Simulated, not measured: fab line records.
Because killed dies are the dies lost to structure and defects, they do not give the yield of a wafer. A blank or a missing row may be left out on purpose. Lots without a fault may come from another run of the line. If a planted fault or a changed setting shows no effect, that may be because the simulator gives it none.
Chamber matching | flow nandHarc | 4 sister chambers for NHARC_A_CONTACT_ALD_18 on aldMetal-01
The step deposits TiN, target thk 3 nm, pulse time 1 s, ald cycles 150. 16 wafers are shown with their chamber, then 8 later ones without.

EACH WAFER AND ITS CHAMBER
wafer  | chamber | heaterPowerW (W) | precursorPulseHeightRel
L075.1 | 0       | 911              | 0.996
L075.5 | 3       | 1154             | 0.997
L075.6 | 2       | 1075             | 0.983
L077.2 | 2       | 1082             | 1.016
L077.5 | 1       | 1072             | 0.987
L077.6 | 0       | 907              | 0.980
L081.1 | 0       | 890              | 0.961
L081.2 | 1       | 1059             | 1.006
L081.3 | 3       | 1173             | 1.003
L084.2 | 0       | 908              | 1.007
L084.3 | 3       | 1168             | 1.008
L084.6 | 1       | 1072             | 1.013
L086.1 | 2       | 1056             | 1.004
L086.2 | 1       | 1088             | 1.011
L086.3 | 0       | 919              | 1.014
L086.4 | 3       | 1200             | 0.987

SIGNATURES, as means of the wafers listed above
reading                 | chamber 0 | chamber 1 | chamber 2 | chamber 3 | scatter within a chamber
heaterPowerW            | 907.00    | 1072.75   | 1071.00   | 1173.75   | 14
precursorPulseHeightRel | 0.99160   | 1.00425   | 1.00100   | 0.99875   | 0.016
Rule: for each reading, subtract the chamber's mean from the wafer's reading, divide by that reading's scatter and square the result; add these up over the readings and take the root, which gives the wafer's distance from the chamber. If the next closest chamber is less than 2 further off than the closest, the wafer can't be placed; otherwise it belongs to the closest. The scatter is the square root of a quotient: the sum, over the shown wafers, of each reading's squared deviation from its chamber's mean, divided by wafers minus chambers.

WAFERS WHOSE CHAMBER IS MISSING
wafer  | heaterPowerW (W) | precursorPulseHeightRel
L086.5 | 1184             | 0.995
L086.6 | 923              | 1.000
L085.2 | 1078             | 0.993
L085.3 | 912              | 1.031
L085.4 | 1189             | 0.963
L096.1 | 1100             | 1.008
L096.5 | 1123             | 1.000
L096.6 | 1018             | 0.990

WHICH CHAMBER EACH ONE RAN IN
wafer  | from the rows above          | in truth
L086.5 | 3                            | 3
L086.6 | 0                            | 0
L085.2 | can't be placed: 2 or 1      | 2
L085.3 | 0                            | 0
L085.4 | 3                            | 3
L096.1 | can't be placed: 1 or 2      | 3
L096.5 | can't be placed: 1 or 3 or 2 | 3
L096.6 | can't be placed: 2 or 1      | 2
Correctly placed: 4 of 8. Unplaceable from these rows: 4, with the true chamber sitting among the candidates in 3. Wrongly placed: 0.
